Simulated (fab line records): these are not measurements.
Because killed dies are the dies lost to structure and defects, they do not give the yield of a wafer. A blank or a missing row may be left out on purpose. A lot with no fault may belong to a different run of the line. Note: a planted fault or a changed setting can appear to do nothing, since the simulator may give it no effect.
Matching of chambers :: flow n5-finfet :: ald-metal-03 running N5_HKMG_FIN_ALD_91: 4 sister chambers
The step deposits TiN, target thk 1 nm, pulse time 1 s, purge time 3 s. 18 wafers are shown with their chamber, then 9 later ones without.

== WAFERS, EACH WITH ITS CHAMBER ==
wafer: L074.2
chamber: 2
heater-power-w (W): 914
precursor-pulse-height-rel: 1.012

wafer: L074.4
chamber: 3
heater-power-w (W): 884
precursor-pulse-height-rel: 1.000

wafer: L074.5
chamber: 0
heater-power-w (W): 1060
precursor-pulse-height-rel: 0.980

wafer: L075.3
chamber: 0
heater-power-w (W): 1032
precursor-pulse-height-rel: 1.011

wafer: L075.5
chamber: 1
heater-power-w (W): 933
precursor-pulse-height-rel: 1.019

wafer: L075.6
chamber: 2
heater-power-w (W): 922
precursor-pulse-height-rel: 1.012

wafer: L080.2
chamber: 0
heater-power-w (W): 1079
precursor-pulse-height-rel: 0.992

wafer: L080.4
chamber: 3
heater-power-w (W): 892
precursor-pulse-height-rel: 0.952

wafer: L080.6
chamber: 1
heater-power-w (W): 942
precursor-pulse-height-rel: 0.987

wafer: L084.2
chamber: 2
heater-power-w (W): 934
precursor-pulse-height-rel: 1.001

wafer: L084.4
chamber: 1
heater-power-w (W): 920
precursor-pulse-height-rel: 1.017

wafer: L084.6
chamber: 3
heater-power-w (W): 888
precursor-pulse-height-rel: 0.997

wafer: L085.1
chamber: 2
heater-power-w (W): 901
precursor-pulse-height-rel: 1.017

wafer: L085.2
chamber: 0
heater-power-w (W): 1044
precursor-pulse-height-rel: 0.987

wafer: L085.6
chamber: 1
heater-power-w (W): 937
precursor-pulse-height-rel: 1.025

wafer: L087.1
chamber: 0
heater-power-w (W): 1066
precursor-pulse-height-rel: 1.008

wafer: L087.5
chamber: 3
heater-power-w (W): 882
precursor-pulse-height-rel: 1.026

wafer: L087.6
chamber: 0
heater-power-w (W): 1046
precursor-pulse-height-rel: 1.004

SIGNATURES, as means of the wafers listed above
reading: heater-power-w
chamber 0: 1054.50
chamber 1: 933.00
chamber 2: 917.75
chamber 3: 886.50
scatter within a chamber: 13

reading: precursor-pulse-height-rel
chamber 0: 0.99700
chamber 1: 1.01200
chamber 2: 1.01050
chamber 3: 0.99375
scatter within a chamber: 0.0182
Rule: for each reading, subtract the chamber's mean from the wafer's reading, divide by that reading's scatter and square the result; add these up over the readings and take the root, which gives the wafer's distance from the chamber. If the next closest chamber is less than 2 further off than the closest, the wafer can't be placed; otherwise it belongs to the closest. The scatter is the square root of a quotient: the sum, over the shown wafers, of each reading's squared deviation from its chamber's mean, divided by wafers minus chambers.

== WAFERS WITH NO CHAMBER GIVEN ==
wafer: L091.2
heater-power-w (W): 931
precursor-pulse-height-rel: 0.990

wafer: L091.3
heater-power-w (W): 1038
precursor-pulse-height-rel: 1.011

wafer: L091.6
heater-power-w (W): 937
precursor-pulse-height-rel: 1.006

wafer: L095.1
heater-power-w (W): 886
precursor-pulse-height-rel: 0.981

wafer: L095.3
heater-power-w (W): 1036
precursor-pulse-height-rel: 1.019

wafer: L095.4
heater-power-w (W): 931
precursor-pulse-height-rel: 0.993

wafer: L096.1
heater-power-w (W): 930
precursor-pulse-height-rel: 1.011

wafer: L096.3
heater-power-w (W): 925
precursor-pulse-height-rel: 1.013

wafer: L096.4
heater-power-w (W): 1056
precursor-pulse-height-rel: 1.004

== THE CHAMBER EACH PASSED THROUGH ==
wafer: L091.2
from the rows above: can't be placed: 1 or 2
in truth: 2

wafer: L091.3
from the rows above: 0
in truth: 0

wafer: L091.6
from the rows above: can't be placed: 1 or 2
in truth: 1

wafer: L095.1
from the rows above: 3
in truth: 3

wafer: L095.3
from the rows above: 0
in truth: 0

wafer: L095.4
from the rows above: can't be placed: 1 or 2
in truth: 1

wafer: L096.1
from the rows above: can't be placed: 1 or 2
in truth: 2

wafer: L096.3
from the rows above: can't be placed: 2 or 1
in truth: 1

wafer: L096.4
from the rows above: 0
in truth: 0
Correct placement for 4 of the 9. Can't be placed from these rows: 5 (the true chamber is among the candidates in 5). 0 placed wrongly.
